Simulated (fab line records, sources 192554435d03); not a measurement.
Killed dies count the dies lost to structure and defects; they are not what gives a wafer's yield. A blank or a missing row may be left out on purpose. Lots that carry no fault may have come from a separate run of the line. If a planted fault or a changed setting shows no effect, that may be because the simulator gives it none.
Lot-split experiment / flow n5 finfet / route with 1938 steps; 7 lots, 21 wafers read

THE SPLIT ITSELF
At N5_FIN_SAQP_HM_DEP_03 (deposits SiNx from SiH4/NH3/N2, target thk 38 nm, time 33.6 s), the setting time s was moved away from the recipe's 33.6 s on 4 of the 21 wafers read, by +4.3% to +9.0%. For the rest of the wafers, this setting stayed at what the recipe calls for.

FROM THE SPLIT TO THE READING: what the file shows between them, 17 steps
- N5_FIN_SAQP_THK_MEAS_05
- N5_FIN_SAQP_PECVD_06: deposits a-Si from SiH4/He, target thk 60 nm, time 48.1 s (also split here: time s)
- N5_FIN_SAQP_THK_MEAS_07
- N5_FIN_SAQP_HM_DEP_72: deposits SiO2 from SiH4/N2O, target thk 12 nm, time 7.2 s
- N5_FIN_SAQP_COAT_49: time 60 s, resist thk 100 nm
- N5_FIN_SAQP_HM_OPEN_73: chemistry CHF3/O2, target SiO2, stops on a-Si, target depth 12 nm, time 16.8 s
- N5_FIN_SAQP_STRIP_74: strips in CHF3/O2
- N5_FIN_SAQP_MANDREL_ETCH_22: etches a-Si in HBr/Cl2, stops on SiNx, target depth 60 nm, bt time 10 s, time 30 s
- N5_FIN_SAQP_STRIP_55: strips in N2/H2
- N5_FIN_SAQP_STRIP_23: strips in SPM, time 750 s
- N5_FIN_SAQP_SPACER2_ALD_28: deposits SiO2, target thk 8.1 nm, pulse time 1 s, purge time 2 s
- N5_FIN_SAQP_SPACER2_ETCHBACK_29: etches SiO2 in CHF3/O2, target depth 12.2 nm, time 6.1 s
- N5_FIN_SAQP_MANDREL2_REMOVE_60: chemistry HBr/Cl2/O2, target a-Si, stops on SiNx, bt time 10 s
- N5_FIN_SAQP_HM_OPEN_33: chemistry CH3F/O2, target SiNx, target depth 49.4 nm, time 70.6 s
- N5_FIN_SAQP_ETCH_34: etches SiO2 in C4F6/O2, target depth 45 nm, time 15 s
- N5_FIN_SAQP_STRIP_77: strips in N2/H2, time 90 s
- N5_FIN_SAQP_ETCH_64: etches SiO2 in CF4, target depth 1.5 nm

THE READING
SiNx_of_FIN_SAQP_HM_DEP_03.thk nm (the simulator's own value, which no gauge read), in nm, at N5_FIN_SAQP_FIN_ETCH_36 (etches the open film in HBr/Cl2/O2, target depth 120 nm, time 50.4 s). The file gives no usual value for it. The 17 wafers here that ran the recipe average 21.3 nm, standard deviation 0.5 nm.

wafer=L078.1; tool, chamber at the split=pecvd-02, 0; time s as run, s=33.6; against the recipe=recipe; SiNx_of_FIN_SAQP_HM_DEP_03.thk nm, nm=20.8; against lot-mates on the recipe=-
wafer=L078.3; tool, chamber at the split=pecvd-02, 1; time s as run, s=33.6; against the recipe=recipe; SiNx_of_FIN_SAQP_HM_DEP_03.thk nm, nm=21.6; against lot-mates on the recipe=-
wafer=L078.4; tool, chamber at the split=pecvd-02, 0; time s as run, s=33.6; against the recipe=recipe; SiNx_of_FIN_SAQP_HM_DEP_03.thk nm, nm=22; against lot-mates on the recipe=-
wafer=L081.3; tool, chamber at the split=pecvd-04, 2; time s as run, s=33.6; against the recipe=recipe; SiNx_of_FIN_SAQP_HM_DEP_03.thk nm, nm=21.6; against lot-mates on the recipe=-
wafer=L081.4; tool, chamber at the split=pecvd-04, 2; time s as run, s=33.6; against the recipe=recipe; SiNx_of_FIN_SAQP_HM_DEP_03.thk nm, nm=21; against lot-mates on the recipe=-
wafer=L081.6; tool, chamber at the split=pecvd-04, 2; time s as run, s=33.6; against the recipe=recipe; SiNx_of_FIN_SAQP_HM_DEP_03.thk nm, nm=21.2; against lot-mates on the recipe=-
wafer=L083.2; tool, chamber at the split=pecvd-04, 0; time s as run, s=33.6; against the recipe=recipe; SiNx_of_FIN_SAQP_HM_DEP_03.thk nm, nm=20.8; against lot-mates on the recipe=-
wafer=L083.3; tool, chamber at the split=pecvd-04, 1; time s as run, s=33.6; against the recipe=recipe; SiNx_of_FIN_SAQP_HM_DEP_03.thk nm, nm=21.6; against lot-mates on the recipe=-
wafer=L083.4; tool, chamber at the split=pecvd-04, 2; time s as run, s=33.6; against the recipe=recipe; SiNx_of_FIN_SAQP_HM_DEP_03.thk nm, nm=21.6; against lot-mates on the recipe=-
wafer=L084.1; tool, chamber at the split=pecvd-04, 1; time s as run, s=33.6; against the recipe=recipe; SiNx_of_FIN_SAQP_HM_DEP_03.thk nm, nm=20.8; against lot-mates on the recipe=-
wafer=L084.4; tool, chamber at the split=pecvd-04, 2; time s as run, s=33.6; against the recipe=recipe; SiNx_of_FIN_SAQP_HM_DEP_03.thk nm, nm=21.6; against lot-mates on the recipe=-
wafer=L084.5; tool, chamber at the split=pecvd-04, 1; time s as run, s=33.6; against the recipe=recipe; SiNx_of_FIN_SAQP_HM_DEP_03.thk nm, nm=21.4; against lot-mates on the recipe=-
wafer=L085.2; tool, chamber at the split=pecvd-04, 2; time s as run, s=33.6; against the recipe=recipe; SiNx_of_FIN_SAQP_HM_DEP_03.thk nm, nm=20.6; against lot-mates on the recipe=-
wafer=L085.4; tool, chamber at the split=pecvd-04, 1; time s as run, s=33.6; against the recipe=recipe; SiNx_of_FIN_SAQP_HM_DEP_03.thk nm, nm=21.4; against lot-mates on the recipe=-
wafer=L085.5; tool, chamber at the split=pecvd-04, 2; time s as run, s=35.32; against the recipe=+5.1%; SiNx_of_FIN_SAQP_HM_DEP_03.thk nm, nm=23.4; against lot-mates on the recipe=+2.4
wafer=L095.1; tool, chamber at the split=pecvd-01, 0; time s as run, s=35.05; against the recipe=+4.3%; SiNx_of_FIN_SAQP_HM_DEP_03.thk nm, nm=22.8; against lot-mates on the recipe=+0.9
wafer=L095.4; tool, chamber at the split=pecvd-01, 0; time s as run, s=33.6; against the recipe=recipe; SiNx_of_FIN_SAQP_HM_DEP_03.thk nm, nm=22; against lot-mates on the recipe=-
wafer=L095.6; tool, chamber at the split=pecvd-01, 2; time s as run, s=33.6; against the recipe=recipe; SiNx_of_FIN_SAQP_HM_DEP_03.thk nm, nm=21.8; against lot-mates on the recipe=-
wafer=L097.1; tool, chamber at the split=pecvd-04, 2; time s as run, s=36.62; against the recipe=+9.0%; SiNx_of_FIN_SAQP_HM_DEP_03.thk nm, nm=23.2; against lot-mates on the recipe=+3.0
wafer=L097.2; tool, chamber at the split=pecvd-04, 1; time s as run, s=33.6; against the recipe=recipe; SiNx_of_FIN_SAQP_HM_DEP_03.thk nm, nm=20.2; against lot-mates on the recipe=-
wafer=L097.4; tool, chamber at the split=pecvd-04, 2; time s as run, s=36.62; against the recipe=+9.0%; SiNx_of_FIN_SAQP_HM_DEP_03.thk nm, nm=24.4; against lot-mates on the recipe=+4.2

THE FIT
A straight line over all 21 wafers: SiNx_of_FIN_SAQP_HM_DEP_03.thk nm changes by +0.299 nm for each +1% of time s; r = +0.86; the points scatter about the line by 0.53 nm.
The same after taking each lot's own level away (the mean of its wafers on the recipe; 21 wafers): +0.394 nm for each +1%; r = +0.94; scatter 0.43 nm.
On that fit, the largest move of time s shifts the reading by 3.5 nm.
The span of the lots' own levels, 20.20 to 21.90 nm, comes to 3.4 times the standard deviation stated above.
Hence the slope depends on the lot-to-lot level, as the two fits are not the same.
Check: for one of the wafers moved furthest among these (+9.0%), held out of the fit, the line's prediction against its lot-mates is +3.87 nm. It came out at +3 nm against them.

OTHER SPLITS APPLIED TO THESE WAFERS
These wafers also went through other splits before the reading. Each is held against what the fit with the lots' levels taken away leaves over:
other split on the same wafers=N5_ZERO_LAYER_ETCH_18 icp w; wafers away from the commonest value=5; r with SiNx_of_FIN_SAQP_HM_DEP_03.thk nm (lot level and that fit taken away)=+0.30
other split on the same wafers=N5_WELL_APT_PEB_06 peb time s; wafers away from the commonest value=7; r with SiNx_of_FIN_SAQP_HM_DEP_03.thk nm (lot level and that fit taken away)=-0.13
other split on the same wafers=N5_FIN_SAQP_PECVD_06 time s; wafers away from the commonest value=4; r with SiNx_of_FIN_SAQP_HM_DEP_03.thk nm (lot level and that fit taken away)=-0.06

THE WHOLE CHAIN: every reading that the file lists as answering this split, in the file's order
step=N5_FIN_SAQP_HM_DEP_03; what it does=deposits SiNx from SiH4/NH3/N2, target thk 38 nm, time 33.6 s; reading=SiNx_of_FIN_SAQP_HM_DEP_03.thk nm (the simulator's own value, which no gauge read); change (the file's fit)=+0.363 nm for each +1% of the setting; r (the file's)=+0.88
step=N5_FIN_SAQP_THK_MEAS_05; what it does=; reading=thk nm; change (the file's fit)=withheld for each +1% of the setting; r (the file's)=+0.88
step=N5_FIN_SAQP_MANDREL2_REMOVE_60; what it does=chemistry HBr/Cl2/O2, target a-Si, stops on SiNx, bt time 10 s; reading=SiNx_of_FIN_SAQP_HM_DEP_03.thk nm (the simulator's own value, which no gauge read); change (the file's fit)=+0.377 nm for each +1% of the setting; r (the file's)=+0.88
step=N5_FIN_SAQP_HM_OPEN_33; what it does=chemistry CH3F/O2, target SiNx, target depth 49.4 nm, time 70.6 s; reading=etch.depth nm (the simulator's own value, which no gauge read); change (the file's fit)=+0.372 nm for each +1% of the setting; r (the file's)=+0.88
step=N5_FIN_SAQP_ETCH_34; what it does=etches SiO2 in C4F6/O2, target depth 45 nm, time 15 s; reading=SiNx_of_FIN_SAQP_HM_DEP_03.thk nm (the simulator's own value, which no gauge read); change (the file's fit)=+0.374 nm for each +1% of the setting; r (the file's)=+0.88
step=N5_FIN_SAQP_FIN_ETCH_36; what it does=etches the open film in HBr/Cl2/O2, target depth 120 nm, time 50.4 s; reading=SiNx_of_FIN_SAQP_HM_DEP_03.thk nm (the simulator's own value, which no gauge read); change (the file's fit)=+0.386 nm for each +1% of the setting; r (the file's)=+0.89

FILE'S OWN FIT
SiNx_of_FIN_SAQP_HM_DEP_03.thk nm changes by +0.386 nm for each +1% of time s, r = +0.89.
